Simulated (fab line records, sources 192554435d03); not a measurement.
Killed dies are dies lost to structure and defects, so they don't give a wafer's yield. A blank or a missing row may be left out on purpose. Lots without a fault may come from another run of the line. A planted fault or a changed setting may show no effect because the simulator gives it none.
Tool commonality check | flow n5_finfet | 10 lots, 30 wafers sampled

WHY IT WAS OPENED
At N5_BEOL_M13_CD_MEAS_28 the reading cd_nm is flagged on 2 of 10 lots. Wafers without a fault read 208.9 nm, standard deviation 1.
Rule: a lot is flagged when every wafer of it that has a number lies more than 4 standard deviations from that mean, or none has a number. The other lots count as sound.

lot  | measured     | on        | cd_nm (nm), wafer by wafer | flag
L601 | day 11 23:39 | cd_sem-03 | 208.3 208.2 210.1          |
L603 | day 12 16:37 | cd_sem-03 | 208.4 208.7 209.1          |
L604 | day 12 16:51 | cd_sem-01 | 208.1 209.8 210.3          |
L605 | day 12 17:14 | cd_sem-02 | 208.9 206.3 207.3          |
L608 | day 13 00:08 | cd_sem-02 | 209.1 208.9 208.4          |
L609 | day 13 08:52 | cd_sem-01 | 207.7 207.5 207.5          |
L615 | day 15 10:30 | cd_sem-03 | 221.4 222.4 222.0          | FLAGGED
L616 | day 15 13:19 | cd_sem-03 | 218.1 219.3 216.9          | FLAGGED
L620 | day 16 08:30 | cd_sem-01 | 209.1 209.2 210.3          |
L624 | day 17 13:12 | cd_sem-03 | 209.8 209.7 210.0          |
The numbers of the flagged lots are 220.0 nm on average: +11.1 nm against the usual, or +11 standard deviations.

WHICH TOOL RAN EACH LOT
The record holds 2 process steps before the reading, out of a route of 1938 steps. In each cell: the tool, then ch and the chambers that the sampled wafers went through, then the start.
lot  | flag    | N5_BEOL_M13_ILD_DEP_00          | N5_BEOL_M13_EXPOSE_25
L601 |         | pecvd-01 ch 0,1, day 11 21:45   | krf_scanner-01 ch 0, day 11 23:29
L603 |         | pecvd-01 ch 0,1,2, day 12 14:58 | krf_scanner-02 ch 0, day 12 16:26
L604 |         | pecvd-01 ch 0,2, day 12 15:14   | krf_scanner-01 ch 0, day 12 16:41
L605 |         | pecvd-04 ch 1,2, day 12 15:43   | krf_scanner-02 ch 0, day 12 17:04
L608 |         | pecvd-01 ch 1,2, day 12 22:22   | krf_scanner-02 ch 0, day 12 23:58
L609 |         | pecvd-04 ch 0,1,2, day 13 07:18 | krf_scanner-01 ch 0, day 13 08:41
L615 | FLAGGED | pecvd-01 ch 1,2, day 15 09:04   | krf_scanner-02 ch 0, day 15 10:19
L616 | FLAGGED | pecvd-02 ch 0,1,2, day 15 11:55 | krf_scanner-02 ch 0, day 15 13:08
L620 |         | pecvd-02 ch 0,1, day 16 06:52   | krf_scanner-01 ch 0, day 16 08:20
L624 |         | pecvd-01 ch 0,1,2, day 17 11:35 | krf_scanner-01 ch 0, day 17 13:02
What these steps do:
- N5_BEOL_M13_ILD_DEP_00: deposits SiOC from DEMS/O2, target thk 837.92 nm, time 166.4 s.
- N5_BEOL_M13_EXPOSE_25: exposes mask M13, target cd 210 nm.
- N5_BEOL_M13_CD_MEAS_28: target cd 209.5 nm.

FLAGGED OVER TOTAL, TOOL BY TOOL (the gauges that took the reading come last)
step                   | tool           | lots run | flagged | share of the flagged lots | sound lots run after its first flagged lot
N5_BEOL_M13_ILD_DEP_00 | pecvd-01       | 6        | 1       | some                      | 1 (L624)
N5_BEOL_M13_ILD_DEP_00 | pecvd-02       | 2        | 1       | some                      | 1 (L620)
N5_BEOL_M13_ILD_DEP_00 | pecvd-04       | 2        | 0       | none                      | -
N5_BEOL_M13_EXPOSE_25  | krf_scanner-01 | 5        | 0       | none                      | -
N5_BEOL_M13_EXPOSE_25  | krf_scanner-02 | 5        | 2       | all                       | 0
N5_BEOL_M13_CD_MEAS_28 | cd_sem-01      | 3        | 0       | none                      | -
N5_BEOL_M13_CD_MEAS_28 | cd_sem-02      | 2        | 0       | none                      | -
N5_BEOL_M13_CD_MEAS_28 | cd_sem-03      | 5        | 2       | all                       | 1 (L624)

WHAT THE TABLE ALLOWS
2 rows of the table ran every flagged lot: krf_scanner-02 at N5_BEOL_M13_EXPOSE_25, cd_sem-03 at N5_BEOL_M13_CD_MEAS_28.
- krf_scanner-02 at N5_BEOL_M13_EXPOSE_25: 2 of its 5 lots flagged. Its last sound lot is L608 (day 12 23:58), its first flagged lot L615 (day 15 10:19): a fault that began between those two fits. Its own readings lie more than 4 standard deviations out on every wafer of the flagged lots: exposure_dose_mJ_cm2.
- cd_sem-03 at N5_BEOL_M13_CD_MEAS_28: 2 of its 5 lots flagged. Sound lots ran on it after the first flagged one (L624), which a lasting fault on the whole tool wouldn't allow.
One tool is left: krf_scanner-02 at N5_BEOL_M13_EXPOSE_25.

WHAT THE SIMULATOR HAD PUT IN
Process parameter drift: krf_scanner-02, from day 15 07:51 on, at N5_BEOL_M13_EXPOSE_25. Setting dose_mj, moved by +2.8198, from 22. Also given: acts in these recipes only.
Lots struck among those shown: L615, L616. The rule above found the same.
